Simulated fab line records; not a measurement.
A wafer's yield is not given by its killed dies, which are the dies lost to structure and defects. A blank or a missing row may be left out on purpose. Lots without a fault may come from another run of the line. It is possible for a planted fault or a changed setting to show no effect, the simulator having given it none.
Chamber matching :: flow nand harc :: 4 sister chambers for NHARC_P_M2_STRIP_18 on rie diel-01
The step strips in N2/H2. 36 wafers are shown with their chamber, then 12 later ones without.

## EACH WAFER AND ITS CHAMBER
wafer: L075.1
chamber: 3
drypump motor current A (A): 5.8
oes product au (a.u.): 1.025
rf vpp V (V): 91.0

wafer: L075.2
chamber: 2
drypump motor current A (A): 5.9
oes product au (a.u.): 0.999
rf vpp V (V): 91.1

wafer: L075.3
chamber: 0
drypump motor current A (A): 5.3
oes product au (a.u.): 1.008
rf vpp V (V): 90.5

wafer: L078.1
chamber: 1
drypump motor current A (A): 6.1
oes product au (a.u.): 0.992
rf vpp V (V): 91.0

wafer: L078.4
chamber: 0
drypump motor current A (A): 5.3
oes product au (a.u.): 1.024
rf vpp V (V): 90.1

wafer: L078.6
chamber: 0
drypump motor current A (A): 5.3
oes product au (a.u.): 1.022
rf vpp V (V): 90.2

wafer: L076.1
chamber: 2
drypump motor current A (A): 5.9
oes product au (a.u.): 0.992
rf vpp V (V): 92.6

wafer: L076.4
chamber: 3
drypump motor current A (A): 5.7
oes product au (a.u.): 1.007
rf vpp V (V): 89.1

wafer: L076.5
chamber: 2
drypump motor current A (A): 5.8
oes product au (a.u.): 0.992
rf vpp V (V): 91.1

wafer: L076.2
chamber: 1
drypump motor current A (A): 6.1
oes product au (a.u.): 1.021
rf vpp V (V): 92.1

wafer: L076.3
chamber: 0
drypump motor current A (A): 5.3
oes product au (a.u.): 1.032
rf vpp V (V): 91.0

wafer: L076.6
chamber: 3
drypump motor current A (A): 5.8
oes product au (a.u.): 1.011
rf vpp V (V): 89.6

wafer: L079.3
chamber: 3
drypump motor current A (A): 5.7
oes product au (a.u.): 1.000
rf vpp V (V): 90.1

wafer: L079.4
chamber: 1
drypump motor current A (A): 6.1
oes product au (a.u.): 0.999
rf vpp V (V): 91.2

wafer: L079.6
chamber: 3
drypump motor current A (A): 5.7
oes product au (a.u.): 0.999
rf vpp V (V): 88.8

wafer: L081.1
chamber: 1
drypump motor current A (A): 6.1
oes product au (a.u.): 1.000
rf vpp V (V): 91.0

wafer: L081.2
chamber: 0
drypump motor current A (A): 5.3
oes product au (a.u.): 1.030
rf vpp V (V): 91.1

wafer: L081.4
chamber: 3
drypump motor current A (A): 5.7
oes product au (a.u.): 1.011
rf vpp V (V): 89.6

wafer: L087.1
chamber: 3
drypump motor current A (A): 5.8
oes product au (a.u.): 0.989
rf vpp V (V): 90.0

wafer: L087.5
chamber: 2
drypump motor current A (A): 5.8
oes product au (a.u.): 0.996
rf vpp V (V): 90.1

wafer: L087.6
chamber: 1
drypump motor current A (A): 6.1
oes product au (a.u.): 0.995
rf vpp V (V): 91.8

wafer: L086.2
chamber: 3
drypump motor current A (A): 5.8
oes product au (a.u.): 1.010
rf vpp V (V): 90.6

wafer: L086.3
chamber: 0
drypump motor current A (A): 5.3
oes product au (a.u.): 1.010
rf vpp V (V): 89.8

wafer: L086.5
chamber: 2
drypump motor current A (A): 5.9
oes product au (a.u.): 0.991
rf vpp V (V): 90.8

wafer: L089.1
chamber: 2
drypump motor current A (A): 5.9
oes product au (a.u.): 0.993
rf vpp V (V): 91.5

wafer: L089.3
chamber: 3
drypump motor current A (A): 5.8
oes product au (a.u.): 1.003
rf vpp V (V): 89.1

wafer: L089.4
chamber: 1
drypump motor current A (A): 6.1
oes product au (a.u.): 0.996
rf vpp V (V): 90.0

wafer: L088.1
chamber: 2
drypump motor current A (A): 5.9
oes product au (a.u.): 0.988
rf vpp V (V): 92.7

wafer: L088.2
chamber: 1
drypump motor current A (A): 6.1
oes product au (a.u.): 0.998
rf vpp V (V): 89.3

wafer: L088.4
chamber: 3
drypump motor current A (A): 5.8
oes product au (a.u.): 1.001
rf vpp V (V): 91.4

wafer: L090.4
chamber: 2
drypump motor current A (A): 5.9
oes product au (a.u.): 0.977
rf vpp V (V): 91.8

wafer: L090.5
chamber: 2
drypump motor current A (A): 5.9
oes product au (a.u.): 0.978
rf vpp V (V): 91.1

wafer: L090.6
chamber: 3
drypump motor current A (A): 5.8
oes product au (a.u.): 1.006
rf vpp V (V): 89.0

wafer: L092.4
chamber: 2
drypump motor current A (A): 5.8
oes product au (a.u.): 0.988
rf vpp V (V): 91.5

wafer: L092.5
chamber: 3
drypump motor current A (A): 5.7
oes product au (a.u.): 1.002
rf vpp V (V): 88.7

wafer: L092.6
chamber: 0
drypump motor current A (A): 5.3
oes product au (a.u.): 1.023
rf vpp V (V): 89.4

SIGNATURES (means of the wafers above)
reading: drypump motor current A
chamber 0: 5.300
chamber 1: 6.100
chamber 2: 5.870
chamber 3: 5.758
scatter within a chamber: 0.0396

reading: oes product au
chamber 0: 1.02129
chamber 1: 1.00014
chamber 2: 0.98940
chamber 3: 1.00533
scatter within a chamber: 0.00858

reading: rf vpp V
chamber 0: 90.300
chamber 1: 90.914
chamber 2: 91.430
chamber 3: 89.750
scatter within a chamber: 0.834
Rule: a wafer's distance from a chamber is the root of the sum, over the readings, of the square of ((its reading less the chamber's mean) divided by the reading's scatter). The wafer belongs to the nearest chamber; if the next one is less than 2 further off, it can't be placed. The scatter is the square root of a quotient: the sum, over the shown wafers, of each reading's squared deviation from its chamber's mean, divided by wafers minus chambers.

## WAFERS WITHOUT THEIR CHAMBER
wafer: L093.1
drypump motor current A (A): 5.3
oes product au (a.u.): 1.018
rf vpp V (V): 90.8

wafer: L093.2
drypump motor current A (A): 6.1
oes product au (a.u.): 1.007
rf vpp V (V): 91.0

wafer: L093.3
drypump motor current A (A): 5.9
oes product au (a.u.): 0.981
rf vpp V (V): 91.9

wafer: L094.1
drypump motor current A (A): 5.3
oes product au (a.u.): 1.011
rf vpp V (V): 90.7

wafer: L094.2
drypump motor current A (A): 6.1
oes product au (a.u.): 1.000
rf vpp V (V): 91.1

wafer: L094.3
drypump motor current A (A): 5.8
oes product au (a.u.): 1.016
rf vpp V (V): 89.8

wafer: L095.3
drypump motor current A (A): 5.9
oes product au (a.u.): 0.990
rf vpp V (V): 90.3

wafer: L095.4
drypump motor current A (A): 5.8
oes product au (a.u.): 1.009
rf vpp V (V): 89.6

wafer: L095.6
drypump motor current A (A): 5.9
oes product au (a.u.): 1.000
rf vpp V (V): 91.9

wafer: L095.1
drypump motor current A (A): 5.3
oes product au (a.u.): 1.021
rf vpp V (V): 89.5

wafer: L095.2
drypump motor current A (A): 6.1
oes product au (a.u.): 1.002
rf vpp V (V): 90.0

wafer: L095.5
drypump motor current A (A): 5.7
oes product au (a.u.): 1.020
rf vpp V (V): 89.4

## EACH ONE'S CHAMBER
wafer: L093.1
from the rows above: 0
in truth: 0

wafer: L093.2
from the rows above: 1
in truth: 1

wafer: L093.3
from the rows above: 2
in truth: 2

wafer: L094.1
from the rows above: 0
in truth: 0

wafer: L094.2
from the rows above: 1
in truth: 1

wafer: L094.3
from the rows above: 3
in truth: 3

wafer: L095.3
from the rows above: 2
in truth: 2

wafer: L095.4
from the rows above: 3
in truth: 3

wafer: L095.6
from the rows above: 2
in truth: 2

wafer: L095.1
from the rows above: 0
in truth: 0

wafer: L095.2
from the rows above: 1
in truth: 1

wafer: L095.5
from the rows above: 3
in truth: 3
Placed correctly: 12 of 12. Left unplaced by these rows: 0. Number placed wrongly: 0.
